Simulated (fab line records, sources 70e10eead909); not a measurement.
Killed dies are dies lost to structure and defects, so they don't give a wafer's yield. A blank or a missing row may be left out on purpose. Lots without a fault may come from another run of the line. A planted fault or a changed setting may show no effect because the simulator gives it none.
Chamber matching | flow nand_harc | NHARC_A_BLC_DESCUM_15 on rie_diel-07: 4 sister chambers
The step chemistry O2, time 3 s. 8 wafers are shown with their chamber, then 7 later ones without.

WAFERS WITH THEIR CHAMBER
wafer  | chamber | showerhead_plenum_p_Torr (Torr) | drypump_motor_current_A (A)
L780.2 | 0       | 2.01                            | 5.1
L786.1 | 2       | 1.84                            | 5.7
L786.2 | 0       | 2.00                            | 5.0
L788.2 | 3       | 1.78                            | 5.8
L788.3 | 1       | 1.90                            | 5.3
L788.6 | 3       | 1.78                            | 5.8
L794.1 | 1       | 1.90                            | 5.3
L794.2 | 2       | 1.84                            | 5.8

WAFERS WITHOUT THEIR CHAMBER
wafer  | showerhead_plenum_p_Torr (Torr) | drypump_motor_current_A (A)
L794.3 | 2.00                            | 5.1
L798.1 | 1.78                            | 5.8
L798.3 | 1.90                            | 5.3
L798.4 | 2.00                            | 5.1
L800.1 | 2.00                            | 5.1
L800.3 | 1.89                            | 5.3
L800.5 | 2.00                            | 5.1

WHICH CHAMBER EACH WENT THROUGH
wafer  | from the rows above | in truth
L794.3 | 0                   | 0
L798.1 | 3                   | 3
L798.3 | 1                   | 1
L798.4 | 0                   | 0
L800.1 | 0                   | 0
L800.3 | 1                   | 1
L800.5 | 0                   | 0
Placed correctly: 7 of 7. Can't be placed from these rows: 0. Placed wrongly: 0.
How it was worked out, from the rows above alone: a wafer's distance from a chamber is the root of the sum, over the readings, of the square of ((its reading less the chamber's mean) divided by the reading's scatter). The wafer belongs to the nearest chamber; if the next one is less than 2 further off, it can't be placed. A chamber's mean is the mean of its shown wafers. The scatter: the root of (the sum of the squares of (reading less its chamber's mean) over the shown wafers, divided by (wafers less chambers)).
